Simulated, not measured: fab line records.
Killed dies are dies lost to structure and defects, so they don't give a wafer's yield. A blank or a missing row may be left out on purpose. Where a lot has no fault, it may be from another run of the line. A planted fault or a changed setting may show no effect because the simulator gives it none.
A struck lot beside a sound one    flow n5_finfet    39 steps out of a route of 1938
Sound: the wafers L921.1, L921.2, L921.6. Struck: wafer L906.1 (L906.2, L906.4, from the same lot, were not struck and are left out); the cause is given at the end.
Order at every step that has rows: each side's tool, ch and its chambers, its first start. Under that, the readings that differ: sound wafers    struck wafers    difference of the means    sigmas: that difference in standard deviations of wafers without a fault.
alike: readings with means less than 2 such deviations apart, plus words and numbers identical on both sides. not compared: withheld readings, readings lacking a value on some wafer, bounds such as >300 that could conceal the same value, and numbers that have no deviation in the record and whose values overlap.
The two part at a step that has a row with sigmas, a row that says differs or no value, or rows on one side only. Numbers that don't overlap but have no deviation are shown without sigmas and don't part them. A reading missing from all wafers of one side parts the sides only when that side holds two or more wafers.

first, 9 steps without rows for these wafers: N5_HKMG_FIN_SOFTBAKE_07 (time 60 s); N5_HKMG_FIN_EXPOSE_09 (exposes mask NWFM); N5_HKMG_FIN_PEB_10 (peb time 60 s); N5_HKMG_FIN_DEVELOP_11 (develop time 30 s); N5_HKMG_FIN_DESCUM_17 (chemistry O2, time 7.9 s); N5_HKMG_FIN_ETCH_31 (etches SiARC in CF4, target depth 45.5 nm, time 75.8 s); N5_HKMG_FIN_ETCH_32 (etches SOC in N2/H2, target depth 240 nm, time 300 s); N5_HKMG_FIN_STRIP_33 (strips in N2/H2); N5_HKMG_FIN_STRIP_34 (strips in CF4).
N5_HKMG_FIN_ETCH_35: etches SOC in N2/H2, target depth 215.8 nm, time 243.4 s.
  sound on rie_diel-02 ch 0,2,3, day 10 01:52; struck on rie_diel-06 ch 2, day 6 05:04
reading                                    sound              struck  difference  sigmas
run_length_s (s)                           266.8 266.9 267.3  186.2   -80.8       -99 or more
model.SOC_of_HKMG_FIN_COAT_29.thk_nm (nm)  87.8 74.4 89.8     164.6   +80.6       
model.etch.depth_nm (nm)                   211.7 226.2 210.1  135.8   -80.2       
model.HKMG_FIN.feature_depth_nm (nm)       211.6 226.2 210.2  135.8   -80.2       
  alike: drypump_motor_current_A, oes_product_au, rf_vpp_V, showerhead_plenum_p_Torr, throttle_valve_pct
  not compared: rf_fwd_power_W, rf_hours_counter_h
N5_HKMG_FIN_STRIP_92: strips SOC in N2/H2, time 20 s.
  sound on rie_diel-02 ch 0,2,3, day 10 02:01; struck on rie_diel-06 ch 2, day 6 05:13
reading                                    sound         struck  difference  sigmas
model.SOC_of_HKMG_FIN_COAT_29.thk_nm (nm)  78 63.8 79.8  155.4   +81.5       
  alike: drypump_motor_current_A, oes_product_au, rf_fwd_power_W, rf_vpp_V, showerhead_plenum_p_Torr, throttle_valve_pct
  not compared: rf_hours_counter_h
then, 26 steps without rows for these wafers: N5_HKMG_FIN_WET_ETCH_18 (etches TiN in SC1, time 55 s, target depth 5.2 nm, rinse time 30 s); N5_HKMG_FIN_STRIP_19 (strips in N2/H2, time 360 s); N5_HKMG_FIN_ALD_91 (deposits TiN, target thk 1 nm, pulse time 1 s, purge time 3 s); N5_HKMG_FIN_COAT_85 (time 60 s, resist thk 300 nm); N5_HKMG_FIN_ETCH_86 (etches SOC in N2/H2, stops on TiN, target depth 393.2 nm); N5_HKMG_FIN_STRIP_89 (strips SOC in N2/H2, time 20 s); N5_HKMG_FIN_WET_ETCH_87 (etches TiN in SC1, time 154.2 s, target depth 4.7 nm, rinse time 30 s); N5_HKMG_FIN_STRIP_88 (strips in N2/H2, time 360 s); N5_HKMG_FIN_NWFM_ALD_20 (deposits TiAlC, target thk 2 nm, pulse time 3 s, purge time 2 s); N5_HKMG_FIN_ALD_71 (deposits TiN, target thk 1 nm, pulse time 1 s, purge time 3 s); N5_HKMG_FIN_COAT_66 (time 60 s, resist thk 300 nm); N5_HKMG_FIN_ETCH_67 (etches SOC in N2/H2, stops on TiN, target depth 388.9 nm); N5_HKMG_FIN_STRIP_90 (strips SOC in N2/H2, time 20 s); N5_HKMG_FIN_WET_ETCH_73 (etches the open film in SC1, time 42.3 s, target depth 1.3 nm, rinse time 30 s); N5_HKMG_FIN_ETCHBACK_68 (etches the open film in Cl2/Ar, stops on HfO2, target depth 0.5 nm); N5_HKMG_FIN_STRIP_69 (strips in N2/H2, time 360 s); N5_HKMG_FIN_ALD_21 (deposits TiN, target thk 1.5 nm, pulse time 1 s, purge time 3 s); N5_HKMG_FIN_ALD_72 (deposits W, target thk 2 nm, pulse time 1 s, purge time 2 s); N5_HKMG_FIN_W_FILL_22 (material W, target thk 60 nm, time 18.2 s); N5_HKMG_FIN_PRECLEAN_83 (cleans in DIW, time 57.5 s); N5_HKMG_FIN_SRD_84 (dry time 32 s); N5_HKMG_FIN_CMP_23 (polishes, stops on SiNx, t overpolish 10 s, target thk 46.326 nm); N5_HKMG_FIN_CMP_94 (polishes, stops on SiNx, t overpolish 4.7 s, target thk 43.299 nm); N5_GATE_CUT_ETCHBACK_00 (etches W in SF6/Cl2); N5_GATE_CUT_ETCH_56 (etches TiN in Cl2/Ar, target depth 21.6 nm); N5_GATE_CUT_ETCHBACK_30 (etches TiN in Cl2/Ar, target depth 3 nm).
-- the record jumps here: 4 days lie between the struck wafers' starts before and after (it left off in module GATE_CUT and takes up again in module BEOL_M4, whose first step shown is number 1111 of the route) --
N5_BEOL_M4_RC_MEAS_101:
  sound on prober-02 ch 0, day 13 13:27; struck on prober-02 ch 0, day 9 23:50
reading              sound                       struck    difference  sigmas
IOFF_N (nA/um)       0.20 0.12 0.18              0.06      -0.11       -2
IOFF_N_LIN (nA/um)   0.091 0.057 0.081           0.031     -0.045      -3
IOFF_N_LONG (nA/um)  5.79e-05 5.63e-05 5.77e-05  3.71e-05  -2.02e-05   -8
ION_N (uA/um)        704 657 673                 441       -237        -16
VT_N (mV)            247 256 249                 273       +22         +5
VT_N_LONG (mV)       272.4 273.9 274.4           296.3     +22.7       +11
VT_N_LVT (mV)        96 105 99                   124       +24         +6
  alike: DIBL_N, DIBL_P, IOFF_P, ION_P, SS_N, SS_P, VT_P
-- a jump in the record: the struck wafers' starts before and after are 4 days apart (it breaks off in module BEOL_M4 and resumes in module PASSIVATION, where the first step shown is number 1936 of the route) --
N5_PASSIVATION_PROBE_49:
  struck on prober-01, day 14 00:52; sound on prober-01, day 17 20:56
reading                   sound           struck  difference  sigmas
defect_limited_yield (%)  89.7 89.5 89.0  93.2    +3.8        +3
killed_at_M0_to_M3        42 44 46        20      -24         -3
killed_dies               121 124 130     80      -45         -2
killed_short              48 41 50        24      -22         -3
sort_bin_5_function (%)   6.6 6.8 6.4     4.2     -2.4        -2
sort_bin_6_memory (%)     3.4 3.5 4.0     2.1     -1.5        -2
sort_bin_8_speed (%)      0 0 0           93.22   +93.22      +99 or more
sort_n_pass               1059 1056 1050  0       -1055       -59
sort_yield_pct (%)        89.7 89.5 89.0  0       -89         -60
  alike: killed_at_M4_up, killed_at_contacts, killed_at_front_end, killed_at_other, killed_open

## WHERE THEY PART
At N5_HKMG_FIN_ETCH_35 first; at N5_PASSIVATION_PROBE_49 last (within this record only).

WHY: whatever the simulator had introduced
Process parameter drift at N5_HKMG_FIN_ETCH_35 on rie_diel-06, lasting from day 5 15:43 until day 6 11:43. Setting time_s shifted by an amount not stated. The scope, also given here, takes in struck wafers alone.
